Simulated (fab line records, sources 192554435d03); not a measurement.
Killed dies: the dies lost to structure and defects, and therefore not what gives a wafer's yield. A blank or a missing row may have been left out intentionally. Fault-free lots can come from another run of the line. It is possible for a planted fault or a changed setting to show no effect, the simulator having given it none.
A struck lot beside a sound one :: flow n5_finfet :: 35 out of 1938 route steps
Sound: these wafers, L251.1, L251.3, L251.6. Struck: wafer L258.2 (left out: L258.4, L258.5 of the same lot, which were not struck); the cause appears at the end.
Per side, at each step with rows, come the tool, then ch with its chambers, and then its first start. Under that, the readings that differ: sound wafers :: struck wafers :: difference of the means :: sigmas: that difference in standard deviations of wafers without a fault.
alike: words and numbers the same on both sides, and readings whose means are apart by under 2 such deviations; not compared: readings that were withheld, readings missing a value for some wafer, numbers with overlapping values and no deviation given by the record, and bounds like >300 which may hide the same value.
The two part at a step that has a row with sigmas, a row that says differs or no value, or rows on one side only. Numbers that have no deviation but don't overlap get no sigmas and don't part them. A reading that every wafer of one side lacks parts them only if that side has two wafers or more.

first, 8 steps without rows for these wafers: N5_BEOL_M4_SPUTTER_96 (material Cu, target thk 4.5 nm, time 8.29 s); N5_BEOL_M4_ECD_50 (material Cu, target thk 300 nm); N5_BEOL_M4_ANNEAL_51 (time 90 s); N5_BEOL_M4_CMP_52 (polishes, stops on SiOC, t overpolish 6.8 s, target thk 40 nm); N5_BEOL_M4_PRE_CLEAN_60 (time 15 s); N5_BEOL_M4_CO_CAP_55 (material Co, precursor CCTBA/H2, target thk 2 nm, time 102.1 s); N5_BEOL_M4_PRE_CLEAN_56 (time 15 s); N5_BEOL_M4_DEP_57 (deposits SiCN from 3MS/NH3, target thk 8 nm, time 14 s).
N5_BEOL_M5_ILD_DEP_00: deposits SiCOH lowk from DEMS/porogen, target thk 140.64 nm, time 25.9 s.
  sound on pecvd-04 ch 1,2, day 10 14:48; struck on pecvd-04 ch 1, day 12 05:45
reading: susceptor_temp_C (C)
sound: 300.18 300.16 299.87
struck: 293.46
difference: -6.61
sigmas: -37

reading: model.SiCOH_lowk_of_BEOL_M5_ILD_DEP_00.thk_nm (nm)
sound: 137 138.8 140.6
struck: 145.8
difference: +7.0
sigmas: 
  alike: heater_power_w, rf_fwd_power_W, showerhead_plenum_p_Torr, throttle_valve_pct
then, 24 steps without rows for these wafers: N5_BEOL_M5_CURE_79 (cures SiCOH lowk, time 240 s); N5_BEOL_M5_PECVD_70 (deposits SiO2 from TEOS/O2, target thk 16 nm, time 18 s); N5_BEOL_M5_HM_DEP_02 (deposits TiN, target thk 20 nm); N5_BEOL_M5_COAT_59 (time 60 s, resist thk 60 nm); N5_BEOL_M5_COAT_60 (time 60 s, resist thk 12 nm); N5_BEOL_M5_COAT_71 (time 60 s, resist thk 5 nm); N5_BEOL_M5_COAT_05 (resist thk 30 nm); N5_BEOL_M5_EBR_07; N5_BEOL_M5_SOFTBAKE_06 (time 60 s); N5_BEOL_M5_EXPOSE_08 (exposes mask M5, target cd 28 nm); N5_BEOL_M5_PEB_09 (peb time 60 s); N5_BEOL_M5_DEVELOP_10 (develop time 30 s); N5_BEOL_M5_DESCUM_16 (chemistry O2, time 7 s); N5_BEOL_M5_ETCH_72 (etches underlayer in N2/H2, target depth 6.5 nm, time 5.2 s); N5_BEOL_M5_ETCH_61 (etches SiARC in CF4, target depth 15.6 nm, time 26 s); N5_BEOL_M5_ETCH_62 (etches SOC in N2/H2, target depth 75 nm, overetch 15 nm, time 112.5 s); N5_BEOL_M5_STRIP_63 (strips in N2/H2); N5_BEOL_M5_STRIP_73 (strips in N2/H2); N5_BEOL_M5_STRIP_64 (strips in CF4); N5_BEOL_M5_HM_OPEN_17 (chemistry Cl2/BCl3, target TiN, target depth 20 nm, overetch 6 nm); N5_BEOL_M5_STRIP_19 (strips in O2); N5_BEOL_M5_COAT_65 (time 60 s, resist thk 60 nm); N5_BEOL_M5_COAT_66 (time 60 s, resist thk 12 nm); N5_BEOL_M5_COAT_74 (time 60 s, resist thk 5 nm).
N5_BEOL_M5_CMP_52: polishes, stops on SiCOH lowk, t overpolish 6.9 s, target thk 62 nm.
  sound on cmp-03 ch 0,1,2, day 11 01:16; struck on cmp-01 ch 2, day 12 18:13
reading: barrier_field_endpoint_s (s)
sound: 23.6 24.3 23.8
struck: 25.1
difference: +1.2
sigmas: +2

reading: time_to_endpoint_s (s)
sound: 56 63 56
struck: 69
difference: +11
sigmas: +3

reading: model.SiCOH_lowk_of_BEOL_M5_ILD_DEP_00.thk_nm (nm)
sound: 114.8 116.4 118
struck: 122.4
difference: +6.0
sigmas: 
  alike: motor_current_A, overpolish_run_s, slurry_filter_dp_kPa, slurry_flow_ml_min
N5_PASSIVATION_PROBE_49:
  rows exist in the record for the sound wafers here (prober-02, day 14 23:26), none for the struck ones

## WHERE THEY PART
First at N5_BEOL_M5_ILD_DEP_00; last, within this record, at N5_PASSIVATION_PROBE_49.

WHY: what had been put in by the simulator
pecvd-04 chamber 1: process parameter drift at N5_BEOL_M5_ILD_DEP_00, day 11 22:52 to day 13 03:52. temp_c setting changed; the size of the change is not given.
